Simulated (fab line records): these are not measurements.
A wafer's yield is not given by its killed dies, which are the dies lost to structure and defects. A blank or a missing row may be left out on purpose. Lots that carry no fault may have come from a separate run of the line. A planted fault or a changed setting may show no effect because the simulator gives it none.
Problem report in the 8D (eight disciplines) form, filled by code    flow n5Finfet    the parts of the form that need people (team, actions taken, sign-off) are left out

== 1. THE PROBLEM ==
Mean of trenchDepthNm at N5_STI_FIN_REVEAL_FIN_H_MEAS_10: 44.3 nm across 3 wafers in 2 lots; on wafers with no fault it is 52.0 nm (standard deviation 0.58). That is -13 standard deviations from the usual mean.
First observed at day 4 01:11: wafer L629.2, on ocd-02. The record has a number at this step for 30 wafers belonging to 10 lots. By rule, "out" or "out of limits" means more than 4 standard deviations away from the usual mean. All remaining wafers that have a number are taken as sound.

== 2. WHAT IT IS AND WHAT IT IS NOT ==
question                     is                      is not
which readings at this step  trenchDepthNm           -
which lots                   L629, L630              L625, L627, L640, L642, L643, L644, L645, L646
which wafers of those lots   L629.2, L629.3, L630.6  L629.6, L630.1, L630.3
read on which gauges         ocd-01, ocd-02          -
when                         from day 4 01:11        up to then (7 sound wafers); but 20 sound wafers of L630, L640, L642, L643, L644, L645, L646 came after

== 3. SUSPECTS, AND WHAT RULES EACH OUT ==
Counting: if a tool at a process step up to the reading ran every lot that is out, it stays a suspect. Sound lots after the first of them don't rule it out here, since some wafers of a struck lot are sound.
- the gauge at N5_STI_FIN_REVEAL_FIN_H_MEAS_10 has been ruled out. The wafers that are out were read on 2 gauges (ocd-01, ocd-02).
- rtpAnneal-02 at N5_STI_FIN_REVEAL_DENSIFY_30: kept. It processed each lot that is out (first: L629, day 3 21:59); up to then, its last sound lot is L627 (day 3 09:35).
- vaporEtch-01 at N5_STI_FIN_REVEAL_RECESS_09 (chemistry HF/NH3, target SiO2, afs cycles 11, target depth 42.5 nm, sublimation time 60 s): kept. It processed each lot that is out (first: L629, day 3 22:26); up to then, its last sound lot is L627 (day 3 10:01).
- Within vaporEtch-01 at N5_STI_FIN_REVEAL_RECESS_09, the wafers that are out were processed in chamber 0 and their sound lot-mates in chamber 1.
After counting, rtpAnneal-02 at N5_STI_FIN_REVEAL_DENSIFY_30 and vaporEtch-01 at N5_STI_FIN_REVEAL_RECESS_09 remain.

== 4. THE CAUSE (what the simulator had put in) ==
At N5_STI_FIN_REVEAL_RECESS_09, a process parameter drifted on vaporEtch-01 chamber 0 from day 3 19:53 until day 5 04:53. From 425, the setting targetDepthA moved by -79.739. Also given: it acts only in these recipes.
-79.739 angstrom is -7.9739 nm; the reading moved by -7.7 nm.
Counting leaves 2 suspects; this tool is one of them.

== 5. THE CHAIN OF EFFECTS, in route order ==
Each row: a reading where the mean over the struck wafers with a number is more than 3 standard deviations away from the usual. Scope: only readings with a usual standard deviation given in the record; hours: median across lots of the time from each lot's start at the first step in this table that gives one to its start at this step; sigmas: change in usual standard deviations.
hours  step                             reading        usual    on struck wafers  change  sigmas
0      N5_STI_FIN_REVEAL_FIN_H_MEAS_10  trenchDepthNm  52.0 nm  44.3              -7.7    -13

== 6. WHAT WOULD HAVE CAUGHT IT SOONER ==
In this record the first reading out of limits at a measuring or inspecting step was taken at day 4 01:11, 5 hours after the fault began at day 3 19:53.
Tool readings at N5_STI_FIN_REVEAL_RECESS_09 with a usual standard deviation given in the record: none out on any struck wafer, hence no alarm at a limit of 4 standard deviations on them.
L630, from the lots that are out (2), started N5_STI_FIN_REVEAL_RECESS_09 on vaporEtch-01 later than day 4 01:11. Holding the tool at that time would have saved it.
